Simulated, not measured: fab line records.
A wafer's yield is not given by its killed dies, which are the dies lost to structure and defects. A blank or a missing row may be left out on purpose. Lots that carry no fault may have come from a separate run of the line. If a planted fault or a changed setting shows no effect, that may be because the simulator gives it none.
Split-lot experiment || flow n5-finfet || 21 wafers read from 7 lots, route of 1938 steps

## THE SPLIT
At N5_PMOS_HMC_CHANNEL_EPI_PEB_07 (peb time 60 s), the setting peb-temp-c was moved away from the recipe's 110 C on 8 of the 21 wafers read, by -3.2% to +3.4%. All remaining wafers had this setting at the recipe value.

## SPLIT TO READING: what lies between them in the file, 1 step
- N5_PMOS_HMC_CHANNEL_EPI_DEVELOP_08: develop time 30 s

## THE READING
cd-nm, in nm, at N5_PMOS_HMC_CHANNEL_EPI_CD_MEAS_09 (target cd 237.4 nm). A value of 237.5 nm with a standard deviation of 1.2 nm is what fault-free wafers of this fab line usually give.

{"wafer": "L080.1", "tool, chamber at the split": "litho-track-02, 0", "peb-temp-c as run, C": 110, "against the recipe": "recipe", "cd-nm, nm": 238.0, "against lot-mates on the recipe": "-"}
{"wafer": "L080.4", "tool, chamber at the split": "litho-track-02, 0", "peb-temp-c as run, C": 110, "against the recipe": "recipe", "cd-nm, nm": 237.6, "against lot-mates on the recipe": "-"}
{"wafer": "L080.5", "tool, chamber at the split": "litho-track-02, 0", "peb-temp-c as run, C": 110, "against the recipe": "recipe", "cd-nm, nm": 236.2, "against lot-mates on the recipe": "-"}
{"wafer": "L083.1", "tool, chamber at the split": "litho-track-02, 0", "peb-temp-c as run, C": 106.5, "against the recipe": "-3.2%", "cd-nm, nm": 225.5, "against lot-mates on the recipe": -11.7}
{"wafer": "L083.4", "tool, chamber at the split": "litho-track-02, 0", "peb-temp-c as run, C": 110, "against the recipe": "recipe", "cd-nm, nm": 237.2, "against lot-mates on the recipe": "-"}
{"wafer": "L083.5", "tool, chamber at the split": "litho-track-02, 0", "peb-temp-c as run, C": 106.5, "against the recipe": "-3.2%", "cd-nm, nm": 224.5, "against lot-mates on the recipe": -12.7}
{"wafer": "L085.3", "tool, chamber at the split": "litho-track-04, 0", "peb-temp-c as run, C": 110, "against the recipe": "recipe", "cd-nm, nm": 236.0, "against lot-mates on the recipe": "-"}
{"wafer": "L085.5", "tool, chamber at the split": "litho-track-04, 0", "peb-temp-c as run, C": 110, "against the recipe": "recipe", "cd-nm, nm": 237.7, "against lot-mates on the recipe": "-"}
{"wafer": "L085.6", "tool, chamber at the split": "litho-track-04, 0", "peb-temp-c as run, C": 110, "against the recipe": "recipe", "cd-nm, nm": 237.2, "against lot-mates on the recipe": "-"}
{"wafer": "L087.1", "tool, chamber at the split": "litho-track-02, 0", "peb-temp-c as run, C": 106.6, "against the recipe": "-3.1%", "cd-nm, nm": 224.8, "against lot-mates on the recipe": -10.2}
{"wafer": "L087.2", "tool, chamber at the split": "litho-track-02, 0", "peb-temp-c as run, C": 110, "against the recipe": "recipe", "cd-nm, nm": 235.3, "against lot-mates on the recipe": "-"}
{"wafer": "L087.6", "tool, chamber at the split": "litho-track-02, 0", "peb-temp-c as run, C": 110, "against the recipe": "recipe", "cd-nm, nm": 234.7, "against lot-mates on the recipe": "-"}
{"wafer": "L088.1", "tool, chamber at the split": "litho-track-02, 0", "peb-temp-c as run, C": 110, "against the recipe": "recipe", "cd-nm, nm": 237.9, "against lot-mates on the recipe": "-"}
{"wafer": "L088.2", "tool, chamber at the split": "litho-track-02, 0", "peb-temp-c as run, C": 110, "against the recipe": "recipe", "cd-nm, nm": 235.4, "against lot-mates on the recipe": "-"}
{"wafer": "L088.6", "tool, chamber at the split": "litho-track-02, 0", "peb-temp-c as run, C": 107.8, "against the recipe": "-2.0%", "cd-nm, nm": 231.5, "against lot-mates on the recipe": -5.2}
{"wafer": "L095.1", "tool, chamber at the split": "litho-track-01, 0", "peb-temp-c as run, C": 112.6, "against the recipe": "+2.4%", "cd-nm, nm": 243.8, "against lot-mates on the recipe": "+6.8"}
{"wafer": "L095.3", "tool, chamber at the split": "litho-track-01, 0", "peb-temp-c as run, C": 110, "against the recipe": "recipe", "cd-nm, nm": 237.0, "against lot-mates on the recipe": "-"}
{"wafer": "L095.4", "tool, chamber at the split": "litho-track-01, 0", "peb-temp-c as run, C": 112.6, "against the recipe": "+2.4%", "cd-nm, nm": 245.4, "against lot-mates on the recipe": "+8.4"}
{"wafer": "L096.3", "tool, chamber at the split": "litho-track-02, 0", "peb-temp-c as run, C": 110, "against the recipe": "recipe", "cd-nm, nm": 236.1, "against lot-mates on the recipe": "-"}
{"wafer": "L096.5", "tool, chamber at the split": "litho-track-02, 0", "peb-temp-c as run, C": 113.7, "against the recipe": "+3.4%", "cd-nm, nm": 245.8, "against lot-mates on the recipe": "+9.7"}
{"wafer": "L096.6", "tool, chamber at the split": "litho-track-02, 0", "peb-temp-c as run, C": 113.7, "against the recipe": "+3.4%", "cd-nm, nm": 247.0, "against lot-mates on the recipe": "+10.9"}

THE FIT
A straight line over all 21 wafers: cd-nm changes by +3.32 nm for each +1% of peb-temp-c; r = +0.98; the points scatter about the line by 1.2 nm.
The same after taking each lot's own level away (the mean of its wafers on the recipe; 21 wafers): +3.32 nm for each +1%; r = +0.99; scatter 0.96 nm.
Per that fit: largest peb-temp-c move, reading shift of 11 nm.
From 235.00 to 237.27 nm: that is the span of the lots' own levels, equal to 1.9 times the standard deviation above.
The two slopes are in agreement: the lot-to-lot level therefore moves the slope only a little.
Check: for one of the wafers moved furthest among these (+3.4%), held out of the fit, the line's prediction against its lot-mates is +11.3 nm. It came out at +9.7 nm against them.

## ADDITIONAL SPLITS CARRIED BY THESE WAFERS
Other splits were also applied to these wafers ahead of the reading. Each is held against what the fit with the lots' levels taken away leaves over:
{"other split on the same wafers": "N5_WELL_APT_PEB_06 peb-temp-c", "wafers away from the commonest value": 5, "r with cd-nm (lot level and that fit taken away)": -0.06}
{"other split on the same wafers": "N5_WELL_APT_DEVELOP_07 develop-time-s", "wafers away from the commonest value": 7, "r with cd-nm (lot level and that fit taken away)": -0.13}

## THE WHOLE CHAIN: every reading that the file lists as answering this split, in the file's order
{"step": "N5_PMOS_HMC_CHANNEL_EPI_CD_MEAS_09", "what it does": "target cd 237.4 nm", "reading": "cd-nm", "change (the file's fit)": "+3.29 nm for each +1% of the setting", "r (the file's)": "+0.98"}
{"step": "N5_PMOS_HMC_CHANNEL_EPI_DESCUM_14", "what it does": "chemistry O2, time 7.9 s", "reading": "PMOS_HMC_CHANNEL_EPI.cd-nm (the simulator's own value, which no gauge read)", "change (the file's fit)": "+3.29 nm for each +1% of the setting", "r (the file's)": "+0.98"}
{"step": "N5_PMOS_HMC_CHANNEL_EPI_ETCH_32", "what it does": "etches BARC in N2/H2, stops on SiO2, target depth 85.8 nm, time 50.3 s", "reading": "PMOS_HMC_CHANNEL_EPI.cd-nm (the simulator's own value, which no gauge read)", "change (the file's fit)": "+3.21 nm for each +1% of the setting", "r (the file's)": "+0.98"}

## THE FILE'S OWN FIT
cd-nm changes by +3.29 nm for each +1% of peb-temp-c, r = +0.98.
